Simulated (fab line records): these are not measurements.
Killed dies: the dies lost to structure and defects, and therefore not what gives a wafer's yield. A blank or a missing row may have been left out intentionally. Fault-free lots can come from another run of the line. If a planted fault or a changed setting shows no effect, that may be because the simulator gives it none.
Which tool was responsible? ; flow n5-finfet ; 11 lots with 33 wafers sampled at 5 steps, on a route of 1938 steps

== WHAT EACH GAUGE READ, for each wafer ==
N5_BEOL_M4_RC_MEAS_101. Usual: DIBL_N 36.0 mV/V, standard deviation 1.3; DIBL_P 36.2 mV/V, standard deviation 1.7; IOFF_N 0.155 nA/um, standard deviation 0.024; IOFF_P 0.21 nA/um, standard deviation 0.034; ION_N 674 uA/um, standard deviation 9; ION_P 463 uA/um, standard deviation 7.1; SS_N 71.4 mV/dec, standard deviation 0.5; SS_P 73.4 mV/dec, standard deviation 0.57; VT_N 250.0 mV, standard deviation 2.8; VT_P -251 mV, standard deviation 3.2.
lot;measured;on;DIBL_N (mV/V);DIBL_P (mV/V);IOFF_N (nA/um);IOFF_P (nA/um);ION_N (uA/um);ION_P (uA/um);SS_N (mV/dec);SS_P (mV/dec);VT_N (mV);VT_P (mV);flag
L486;day 11 12:30;prober-02;35.3 37.4 35.4;33.8 36.0 33.4;0.133 0.164 0.134;0.19 0.22 0.19;674 681 665;466 467 463;71.6 71.4 71.7;72.8 73.2 73.0;251.5 247.7 251.1;-251 -250 -251;
L487;day 11 18:32;prober-01;36.0 36.1 35.8;37.6 37.5 36.5;0.164 0.170 0.153;0.23 0.24 0.21;681 684 684;467 474 473;71.3 71.3 71.1;73.5 72.8 73.8;247.5 249.1 250.3;-249 -248 -250;
L493;day 12 17:15;prober-02;37.5 38.5 37.3;39.4 40.3 38.6;0.196 0.211 0.194;0.24 0.26 0.23;679 686 689;463 470 464;72.0 72.0 71.0;74.1 74.4 74.2;245.8 245.1 244.4;-251 -248 -250;
L494;day 13 01:10;prober-01;35.9 33.2 36.0;37.4 34.1 37.1;0.173 0.126 0.177;0.21 0.17 0.22;678 670 688;460 463 471;71.4 70.8 71.2;73.1 72.8 73.1;248.6 253.2 248.4;-249 -251 -249;
L495;day 13 07:53;prober-01;32.6 34.1 34.0;33.0 34.6 34.4;0.126 0.147 0.142;0.17 0.19 0.19;665 671 668;462 461 451;70.7 71.9 71.4;72.7 73.3 73.1;251.9 247.8 248.8;-253 -251 -250;
L496;day 14 03:13;prober-01;35.1 36.7 36.6;35.2 37.5 37.3;0.152 0.187 0.185;0.23 0.26 0.25;678 689 678;474 475 468;70.9 71.5 72.2;72.6 73.5 73.5;250.0 246.1 245.4;-247 -244 -246;
L504;day 16 13:35;prober-01;34.7 35.3 35.4;32.5 34.4 33.5;0.112 0.135 0.127;0.16 0.18 0.17;663 673 668;452 460 458;71.0 70.2 70.6;73.3 72.5 72.5;256.1 253.0 254.5;-255 -251 -253;
L488;day 15 11:17;prober-02;36.1 36.3 34.5;37.0 37.2 35.2;0.162 0.155 0.132;0.20 0.20 0.18;674 663 660;458 451 453;71.9 71.7 71.2;73.4 72.9 73.7;249.5 251.1 252.5;-251 -254 -254;
L506;day 15 11:43;prober-01;35.7 34.8 34.3;34.9 34.3 34.5;0.135 0.120 0.121;0.20 0.19 0.19;676 668 664;464 464 464;70.9 71.0 70.4;73.0 72.4 72.5;251.9 255.6 253.3;-251 -249 -250;
L505;day 15 22:30;prober-01;34.6 33.5 33.9;34.0 33.6 33.6;0.126 0.124 0.121;0.16 0.16 0.16;657 658 655;447 453 453;70.6 71.5 71.5;73.1 72.0 73.2;257.1 253.6 253.1;-257 -256 -256;
L503;day 16 09:26;prober-01;34.5 36.4 35.0;35.1 37.7 35.5;0.136 0.172 0.146;0.18 0.22 0.19;669 680 671;456 468 467;70.9 71.4 71.5;73.0 73.1 72.6;251.0 246.8 249.7;-253 -251 -251;

== EACH LOT AND THE TOOL THAT RAN IT (in order: tool; ch and the chambers of the sampled wafers; start) ==
lot;N5_BEOL_M2_ANNEAL_89;N5_BEOL_M2_CO_CAP_55;N5_BEOL_M3_HM_DEP_02;N5_BEOL_M3_COAT_61
L486;pvd-sputter-03, day 9 14:16;cvd-co-01 ch 0,1, day 9 16:31;pvd-sputter-02, day 9 17:58;litho-track-03 ch 0, day 9 18:05
L487;pvd-sputter-01, day 9 16:55;cvd-co-01 ch 0,1,2, day 9 18:46;pvd-sputter-02, day 9 19:44;litho-track-03 ch 0, day 9 19:52
L493;pvd-sputter-03, day 10 16:34;cvd-co-02 ch 1,2, day 10 18:13;pvd-sputter-03, day 10 19:00;litho-track-04 ch 0, day 10 19:07
L494;pvd-sputter-01, day 10 23:32;cvd-co-02 ch 0,1,2, day 11 01:13;pvd-sputter-03, day 11 01:38;litho-track-03 ch 0, day 11 01:46
L495;pvd-sputter-03, day 11 08:03;cvd-co-02 ch 0,1, day 11 09:51;pvd-sputter-02, day 11 11:34;litho-track-03 ch 0, day 11 11:41
L496;pvd-sputter-03, day 11 10:37;cvd-co-02 ch 0,1, day 11 12:23;pvd-sputter-02, day 11 14:37;litho-track-01 ch 0, day 11 14:45
L504;pvd-sputter-01, day 13 06:13;cvd-co-02 ch 1,2, day 13 07:53;pvd-sputter-03, day 13 08:43;litho-track-04 ch 0, day 13 08:50
L488;pvd-sputter-01, day 13 11:11;cvd-co-02 ch 1,2, day 13 12:52;pvd-sputter-01, day 13 13:47;litho-track-04 ch 0, day 13 13:55
L506;pvd-sputter-03, day 13 15:41;cvd-co-02 ch 1,2, day 13 17:22;pvd-sputter-02, day 13 18:07;litho-track-04 ch 0, day 13 18:15
L505;pvd-sputter-02, day 13 19:54;cvd-co-01 ch 0,1, day 13 21:34;pvd-sputter-03, day 13 21:58;litho-track-03 ch 0, day 13 22:06
L503;pvd-sputter-01, day 13 20:11;cvd-co-02 ch 1,2, day 13 22:06;pvd-sputter-03, day 14 00:16;litho-track-01 ch 0, day 14 00:24
- N5_BEOL_M2_ANNEAL_89: time 240 s.
- N5_BEOL_M2_CO_CAP_55: material Co, precursor CCTBA/H2, target thk 2 nm, time 102.1 s.
- N5_BEOL_M3_HM_DEP_02: deposits TiN, target thk 20 nm.
- N5_BEOL_M3_COAT_61: time 60 s, resist thk 60 nm.

== AS READ BY THE TOOLS THEMSELVES (means over the sampled wafers that have a number; for cases with no such wafer, the mark the record gives instead) ==
N5_BEOL_M2_ANNEAL_89. Usual: heater-power-w reads 833 W (standard deviation 75).
lot;tool;heater-power-w (W);flag
L486;pvd-sputter-03;847;
L487;pvd-sputter-01;897;
L493;pvd-sputter-03;793;
L494;pvd-sputter-01;901;
L495;pvd-sputter-03;850;
L496;pvd-sputter-03;792;
L504;pvd-sputter-01;788;
L488;pvd-sputter-01;899;
L506;pvd-sputter-03;787;
L505;pvd-sputter-02;854;
L503;pvd-sputter-01;892;

N5_BEOL_M2_CO_CAP_55. Usual: heater-power-w reads 243 W (standard deviation 8.1).
lot;tool;heater-power-w (W);flag
L486;cvd-co-01;245;
L487;cvd-co-01;245;
L493;cvd-co-02;234;
L494;cvd-co-02;244;
L495;cvd-co-02;252;
L496;cvd-co-02;251;
L504;cvd-co-02;236;
L488;cvd-co-02;239;
L506;cvd-co-02;237;
L505;cvd-co-01;243;
L503;cvd-co-02;237;

N5_BEOL_M3_HM_DEP_02. Usual: throttle-valve-pct reads 29.7 % (standard deviation 1.1).
lot;tool;throttle-valve-pct (%);flag
L486;pvd-sputter-02;29.0;
L487;pvd-sputter-02;30.3;
L493;pvd-sputter-03;30.3;
L494;pvd-sputter-03;29.8;
L495;pvd-sputter-02;29.6;
L496;pvd-sputter-02;29.3;
L504;pvd-sputter-03;30.3;
L488;pvd-sputter-01;29.8;
L506;pvd-sputter-02;28.4;
L505;pvd-sputter-03;29.2;
L503;pvd-sputter-03;30.4;

N5_BEOL_M3_COAT_61. Usual: spin-speed-rpm reads 1499.8 rpm (standard deviation 0.85).
lot;tool;spin-speed-rpm (rpm);flag
L486;litho-track-03;1499.9;
L487;litho-track-03;1499.6;
L493;litho-track-04;1499.5;
L494;litho-track-03;1565.0;OFF
L495;litho-track-03;1566.6;OFF
L496;litho-track-01;1500.2;
L504;litho-track-04;1501.0;
L488;litho-track-04;1499.5;
L506;litho-track-04;1500.4;
L505;litho-track-03;1499.9;
L503;litho-track-01;1498.9;

== THE ANSWER, worked out from the rows above alone ==
Rule: take the mean of a lot's wafers that have a number; if it is more than 3 standard deviations from the usual mean, the lot is off. Also off: a lot with no number at a reading for which 4 or more lots have one. The other lots that the step has rows for count as sound. First the gauges in route order, then the tools' own readings, where a lot's mean is used as printed above. At the first step where some lot is off, the reading lying furthest off is the one used; lots without a number count as furthest.
Off: L494, L495 (N5_BEOL_M3_COAT_61, spin-speed-rpm).
If a tool, at that step or one of the process steps before it, ran each lot that is off and ran no sound lot following the first of them, it fits. No candidate that was tried fits.

== WHAT THE SIMULATOR PUT IN ==
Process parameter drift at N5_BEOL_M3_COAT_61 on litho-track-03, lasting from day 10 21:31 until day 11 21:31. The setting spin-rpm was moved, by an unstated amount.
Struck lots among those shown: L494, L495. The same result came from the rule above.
